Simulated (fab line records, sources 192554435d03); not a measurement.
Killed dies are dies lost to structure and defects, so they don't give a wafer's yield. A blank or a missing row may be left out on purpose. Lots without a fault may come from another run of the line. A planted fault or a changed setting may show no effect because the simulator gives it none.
Split-lot experiment | flow n5_finfet | 7 lots, 21 wafers read, on a route of 1938 steps

THE SPLIT
At N5_BEOL_M3_COAT_22 (resist thk 30 nm), the setting spin_rpm was moved away from the recipe's 1500 rpm on 7 of the 21 wafers read, by -10.9% to +9.3%. The other wafers ran this setting at the recipe's value.

The reading is taken at the split's own step.

THE READING
CAR-EUV_of_BEOL_M3_COAT_22.thk_nm (the simulator's own value, which no gauge read), in nm, at N5_BEOL_M3_COAT_22 (resist thk 30 nm). The file gives no usual value for it. The 14 wafers here that ran the recipe average 30.0 nm, standard deviation 0.07 nm.

wafer  | tool, chamber at the split | spin_rpm as run, rpm | against the recipe | CAR-EUV_of_BEOL_M3_COAT_22.thk_nm, nm | against lot-mates on the recipe
L079.1 | litho_track-04, 0          | 1500                 | recipe             | 30                                    | -
L079.3 | litho_track-04, 0          | 1441                 | -3.9%              | 30.6                                  | +0.6
L079.5 | litho_track-04, 0          | 1441                 | -3.9%              | 30.6                                  | +0.6
L080.2 | litho_track-04, 0          | 1444                 | -3.7%              | 30.6                                  | +0.6
L080.4 | litho_track-04, 0          | 1444                 | -3.7%              | 30.6                                  | +0.6
L080.5 | litho_track-04, 0          | 1500                 | recipe             | 30                                    | -
L084.2 | litho_track-02, 0          | 1500                 | recipe             | 30                                    | -
L084.3 | litho_track-02, 0          | 1500                 | recipe             | 30                                    | -
L084.4 | litho_track-02, 0          | 1500                 | recipe             | 30                                    | -
L089.2 | litho_track-05, 0          | 1500                 | recipe             | 30                                    | -
L089.3 | litho_track-05, 0          | 1500                 | recipe             | 30                                    | -
L089.6 | litho_track-05, 0          | 1500                 | recipe             | 30.2                                  | -
L091.3 | litho_track-04, 0          | 1337                 | -10.9%             | 32                                    | +1.8
L091.5 | litho_track-04, 0          | 1500                 | recipe             | 30.2                                  | -
L091.6 | litho_track-04, 0          | 1337                 | -10.9%             | 31.8                                  | +1.6
L096.1 | litho_track-05, 0          | 1500                 | recipe             | 30                                    | -
L096.4 | litho_track-05, 0          | 1500                 | recipe             | 30                                    | -
L096.5 | litho_track-05, 0          | 1640                 | +9.3%              | 28.6                                  | -1.4
L097.2 | litho_track-05, 0          | 1500                 | recipe             | 30                                    | -
L097.4 | litho_track-05, 0          | 1500                 | recipe             | 30                                    | -
L097.6 | litho_track-05, 0          | 1500                 | recipe             | 30                                    | -

THE FIT
A straight line over all 21 wafers: CAR-EUV_of_BEOL_M3_COAT_22.thk_nm changes by -0.164 nm for each +1% of spin_rpm; r = -0.99; the points scatter about the line by 0.082 nm.
The same after taking each lot's own level away (the mean of its wafers on the recipe; 21 wafers): -0.155 nm for each +1%; r = -1.00; scatter 0.051 nm.
On that fit, the largest move of spin_rpm shifts the reading by 1.7 nm.
The lots' own levels span 30.00 to 30.20 nm, that is 2.9 times the standard deviation above.
So the lot-to-lot level changes the slope little: the two slopes agree.
Check: with one of the wafers moved furthest among these (-10.9%) left out of the fit, the line predicts +1.63 nm for it against its lot-mates. It came out at +1.8 nm against them.

OTHER SPLITS ON THESE WAFERS
These wafers also went through other splits before the reading. Each is held against what the fit with the lots' levels taken away leaves over:
other split on the same wafers    | wafers away from the commonest value | r with CAR-EUV_of_BEOL_M3_COAT_22.thk_nm (lot level and that fit taken away)
N5_BEOL_M0_SAQP_EXPOSE_11 dose_mj | 8                                    | +0.22
N5_BEOL_M0_SAQP_ETCH_88 source_w  | 7                                    | -0.05
N5_BEOL_M0_CUTY_EXPOSE_54 dose_mj | 8                                    | +0.01
N5_BEOL_M1_COAT_62 spin_rpm       | 8                                    | -0.03
N5_BEOL_M2_ETCH_70 source_w       | 8                                    | -0.04

THE FILE'S OWN FIT
CAR-EUV_of_BEOL_M3_COAT_22.thk_nm changes by -0.154 nm for each +1% of spin_rpm, r = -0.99.
